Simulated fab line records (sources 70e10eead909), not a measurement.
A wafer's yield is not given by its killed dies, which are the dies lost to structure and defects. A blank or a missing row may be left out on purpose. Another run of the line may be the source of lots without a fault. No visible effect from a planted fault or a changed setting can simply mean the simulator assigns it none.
A struck lot beside a sound one | flow nand-harc | 42 out of 1159 route steps
Sound: the wafers L677.1, L677.3, L677.5. Struck: wafer L681.5 (left out: L681.1, L681.6 of the same lot, which were not struck); the cause appears at the end.
Per side, at each step with rows, come the tool, then ch with its chambers, and then its first start. Under that, the readings that differ: sound wafers | struck wafers | difference of the means | sigmas: that difference in standard deviations of wafers without a fault.
alike: same words and numbers on both sides, and readings whose means sit less than 2 such deviations apart. not compared: any withheld reading, any reading some wafer has no value for, any bound like >300 that may hide the same value, and any number with overlapping values for which the record gives no deviation.
Wherever a step has rows on one side only, a row that says differs or no value, or a row with sigmas, the two part there. Numbers that don't overlap but have no deviation are shown without sigmas and don't part them. A reading that every wafer of one side lacks parts them only if that side has two wafers or more.

NHARC_A_CONTACT_ETCH_50: etches the open film in CF4/CHF3, target depth 84.7 nm, time 42.4 s.
  sound: rie-diel-06 ch 1,3; struck: rie-diel-07 ch 3
  reading                         | sound             | struck | difference | sigmas
  oes-product-au (a.u.)           | 0.922 0.928 0.909 | 0.963  | +0.043     | +2
  rf-vpp-V (V)                    | 367.6 369.7 367.2 | 372.4  | +4.2       | +2
  showerhead-plenum-p-Torr (Torr) | 1.48 1.52 1.48    | 1.66   | +0.17      | +3
  alike: drypump-motor-current-A, mfc-ar-sccm, throttle-valve-pct
  not compared: rf-hours-counter-h
then, 3 steps without rows for these wafers: NHARC_A_CONTACT_ETCH_51 (etches the open film in O2/COS, target depth 3600 nm, time 936 s); NHARC_A_CONTACT_ETCH_111 (etches the open film in C4F8/O2/Ar, time 140 s, target depth 700 nm); NHARC_A_CONTACT_ETCH_112 (etches the open film in C4F8/O2/Ar, time 94 s, target depth 922 nm).
NHARC_A_CONTACT_ETCH_113: etches the open film in C4F8/O2/Ar, time 94 s, target depth 922 nm.
  sound on har-cap-etch-01 ch 0,1, day 18 01:35; struck on har-cap-etch-03 ch 0, day 18 19:55
  not compared: rf-hours-counter-h
then, 2 steps without rows for these wafers: NHARC_A_CONTACT_ETCH_114 (etches the open film in C4F8/O2/Ar, time 94 s, target depth 922 nm); NHARC_A_CONTACT_ETCH_115 (etches the open film in C4F8/O2/Ar, time 94 s, target depth 922 nm).
NHARC_A_CONTACT_ETCH_116: etches the open film in C4F8/O2/Ar, time 94 s, target depth 922 nm.
  sound on har-cap-etch-01 ch 0,1, day 18 01:51; struck on har-cap-etch-03 ch 0, day 18 20:11
  not compared: rf-hours-counter-h
then, 4 steps without rows for these wafers: NHARC_A_CONTACT_ETCH_117 (etches the open film in C4F8/O2/Ar, time 94 s, target depth 922 nm); NHARC_A_CONTACT_ETCH_118 (etches the open film in C4F8/O2/Ar, time 94 s, target depth 922 nm); NHARC_A_CONTACT_ETCH_119 (etches the open film in C4F8/O2/Ar, time 94 s, target depth 922 nm); NHARC_A_CONTACT_ETCH_120 (etches the open film in C4F8/O2/Ar, time 94 s, target depth 922 nm).
NHARC_A_CONTACT_ETCH_121: etches the open film in C4F8/O2/Ar, time 94 s, target depth 922 nm.
  sound on har-cap-etch-01 ch 0,1, day 18 02:19; struck on har-cap-etch-03 ch 0, day 18 20:38
  not compared: rf-hours-counter-h
then, 1 step without rows for these wafers: NHARC_A_CONTACT_ETCH_122 (etches the open film in C4F8/O2/Ar, time 95 s, target depth 930 nm).
NHARC_A_CONTACT_ETCH_123: etches the open film in C4F8/O2/Ar, time 253 s, target depth 1090 nm.
  sound on har-cap-etch-01 ch 0,1, day 18 02:29; struck on har-cap-etch-03 ch 0, day 18 20:50
  not compared: rf-hours-counter-h
then, 2 steps without rows for these wafers: NHARC_A_CONTACT_ETCH_90 (etches the open film in CH3F/O2, target depth 40 nm, time 85.7 s); NHARC_A_CONTACT_ETCH_96 (etches the open film in C4F6/O2, target depth 20 nm, time 10 s).
NHARC_A_CONTACT_CD_MEAS_53:
  struck on cd-sem-03, day 18 21:38; sound on cd-sem-01, day 18 03:31
  alike: cd-nm
then, 18 steps without rows for these wafers: NHARC_A_CONTACT_STRIP_99 (strips in N2/H2); NHARC_A_CONTACT_STRIP_100 (strips in CF4/CHF3); NHARC_A_CONTACT_STRIP_101 (strips in O2/COS); NHARC_A_CONTACT_ETCH_102 (etches the open film in CF4/O2, target depth 70 nm, overetch 7 nm, time 38.5 s); NHARC_A_CONTACT_STRIP_55 (strips in O2); NHARC_A_CONTACT_STRIP_56 (strips in post etch residue remover, time 600 s); NHARC_A_CONTACT_DEP_57 (deposits aC, target thk 2800 nm); NHARC_A_CONTACT_DEP_58 (deposits SiON, target thk 60 nm); NHARC_A_CONTACT_DEHYDRATE_59 (time 120 s); NHARC_A_CONTACT_HMDS_60 (time 30 s); NHARC_A_CONTACT_COAT_61 (time 75 s); NHARC_A_CONTACT_COAT_62 (time 65 s); NHARC_A_CONTACT_COAT_63 (resist thk 90 nm); NHARC_A_CONTACT_SOFTBAKE_64 (time 55 s); NHARC_A_CONTACT_EBR_65; NHARC_A_CONTACT_EXPOSE_66 (exposes mask A CC 2); NHARC_A_CONTACT_PEB_67 (peb time 65 s); NHARC_A_CONTACT_DEVELOP_68 (develop time 35 s).
NHARC_A_CONTACT_CD_MEAS_69: the cd target is 200 nm.
  sound on cd-sem-02 ch 0, day 18 09:35; struck on cd-sem-02 ch 0, day 19 03:19
  alike: cd-nm
NHARC_A_CONTACT_OVL_MEAS_70:
  struck on overlay-01, day 19 03:25; sound on overlay-02, day 18 09:40
  alike: overlay-x-nm, overlay-y-nm
then, 2 steps without rows for these wafers: NHARC_A_CONTACT_DESCUM_74 (chemistry O2, time 3 s); NHARC_A_CONTACT_ETCH_75 (etches the open film in CF4, target depth 39 nm, time 65 s).
NHARC_A_CONTACT_ETCH_76: etches the open film in N2/H2, target depth 260 nm, time 475.3 s.
  sound: rie-diel-07 ch 1,3; struck: rie-diel-07 ch 2
  reading               | sound             | struck | difference | sigmas
  oes-product-au (a.u.) | 1.008 1.010 1.009 | 0.979  | -0.030     | -3
  alike: drypump-motor-current-A, mfc-ar-sccm, rf-vpp-V, showerhead-plenum-p-Torr, throttle-valve-pct
  not compared: rf-hours-counter-h
-- record jumps: 3 days between struck wafers' starts before vs after; left off in module A_CONTACT, resumes in module END, first step shown is number 1159 of the route --
NHARC_END_SORT_01:
  here the record holds rows for the struck wafers (prober-02 ch 0, day 21 16:58) but none for the sound ones

== WHERE THEY PART ==
Last at NHARC_END_SORT_01 as far as this record goes, first at NHARC_A_CONTACT_ETCH_50.

WHY: the cause the simulator had injected
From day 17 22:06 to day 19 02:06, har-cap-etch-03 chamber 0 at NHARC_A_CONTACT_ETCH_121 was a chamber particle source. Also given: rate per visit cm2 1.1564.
